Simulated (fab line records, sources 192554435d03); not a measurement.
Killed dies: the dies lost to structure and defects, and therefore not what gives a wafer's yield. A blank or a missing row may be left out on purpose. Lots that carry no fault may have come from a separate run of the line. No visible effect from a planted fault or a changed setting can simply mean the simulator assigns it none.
Lot-split experiment | flow n5Finfet | route with 1938 steps; 7 lots, 21 wafers read

ABOUT THE SPLIT
At N5_MIM_TOP_LITHO_EXPOSE_05 (exposes mask MIM TOP, target cd 2000 nm), the setting doseMj was moved away from the recipe's 20.5 on 8 of the 21 wafers read, by -4.5% to +6.6%. All remaining wafers had this setting at the recipe value.

FROM THE SPLIT TO THE READING: what the file shows between them, 3 steps
- N5_MIM_TOP_LITHO_PEB_06
- N5_MIM_TOP_LITHO_DEVELOP_07: develop time 60 s
- N5_MIM_TOP_LITHO_HARDBAKE_09: time 120 s

THE READING
cdNm (nm) at N5_MIM_TOP_LITHO_CD_MEAS_08, where the cd target is 2000 nm. Typical for fault-free wafers on this fab line: 2000.3 nm, with standard deviation 2.2 nm.

wafer  | tool, chamber at the split | doseMj as run | against the recipe | cdNm, nm | against lot-mates on the recipe
L078.2 | krfScanner-02, 0           | 20.5          | recipe             | 1995.9   | -
L078.5 | krfScanner-02, 0           | 20.5          | recipe             | 1997.5   | -
L078.6 | krfScanner-02, 0           | 20.5          | recipe             | 2002.2   | -
L083.1 | krfScanner-01, 0           | 20.1          | -2.0%              | 2004.0   | no lot-mate on the recipe
L083.2 | krfScanner-01, 0           | 20.1          | -2.0%              | 2003.4   | no lot-mate on the recipe
L083.3 | krfScanner-01, 0           | 20.1          | -2.0%              | 2003.2   | no lot-mate on the recipe
L081.1 | krfScanner-02, 0           | 21.64         | +5.6%              | 1986.7   | -12.0
L081.4 | krfScanner-02, 0           | 21.64         | +5.6%              | 1987.9   | -10.8
L081.5 | krfScanner-02, 0           | 20.5          | recipe             | 1998.7   | -
L089.2 | krfScanner-02, 0           | 20.5          | recipe             | 2002.0   | -
L089.3 | krfScanner-02, 0           | 20.5          | recipe             | 2003.4   | -
L089.5 | krfScanner-02, 0           | 21.85         | +6.6%              | 1989.4   | -13.3
L088.4 | krfScanner-02, 0           | 20            | -2.4%              | 2004.6   | +5.4
L088.5 | krfScanner-02, 0           | 20.5          | recipe             | 2000.5   | -
L088.6 | krfScanner-02, 0           | 20.5          | recipe             | 1997.8   | -
L090.1 | krfScanner-01, 0           | 20.5          | recipe             | 2001.1   | -
L090.2 | krfScanner-01, 0           | 20.5          | recipe             | 2003.5   | -
L090.4 | krfScanner-01, 0           | 20.5          | recipe             | 2002.4   | -
L093.1 | krfScanner-02, 0           | 20.5          | recipe             | 2003.9   | -
L093.2 | krfScanner-02, 0           | 19.57         | -4.5%              | 2009.8   | +8.6
L093.6 | krfScanner-02, 0           | 20.5          | recipe             | 1998.5   | -

THE FIT
A straight line over all 21 wafers: cdNm changes by -2.02 nm for each +1% of doseMj; r = -0.92; the points scatter about the line by 2.3 nm.
The same after taking each lot's own level away (the mean of its wafers on the recipe; 18 wafers): -2.02 nm for each +1%; r = -0.96; scatter 1.7 nm.
According to that fit, moving doseMj by its largest amount changes the reading by 13 nm.
The lots' own levels span 1998.53 to 2002.70 nm, that is 1.9 times the standard deviation above.
So the lot-to-lot level changes the slope little: the two slopes agree.
Check: -13.4 nm against its lot-mates is what the line predicts for one of the wafers moved furthest among these (+6.6%) when that wafer is left out of the fit. It came out at -13.3 nm against them.

OTHER SPLITS APPLIED TO THESE WAFERS
Before the reading, these wafers also passed through other splits. Each is held against what the fit with the lots' levels taken away leaves over:
other split on the same wafers | wafers away from the commonest value | r with cdNm (lot level and that fit taken away)
N5_BEOL_M12_COAT_04 spinRpm    | 10                                   | +0.18
N5_BEOL_M14_COAT_58 spinRpm    | 8                                    | -0.20
N5_BEOL_M14_EXPOSE_07 doseMj   | 9                                    | +0.02
N5_BEOL_M15_SPUTTER_43 powerW  | 4                                    | -0.08
N5_BEOL_M15_SPUTTER_44 powerW  | 5                                    | +0.06
N5_MIM_BOT_SPUTTER_00 powerW   | 7                                    | -0.04

FILE'S OWN FIT
cdNm changes by -2.02 nm for each +1% of doseMj, r = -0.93.
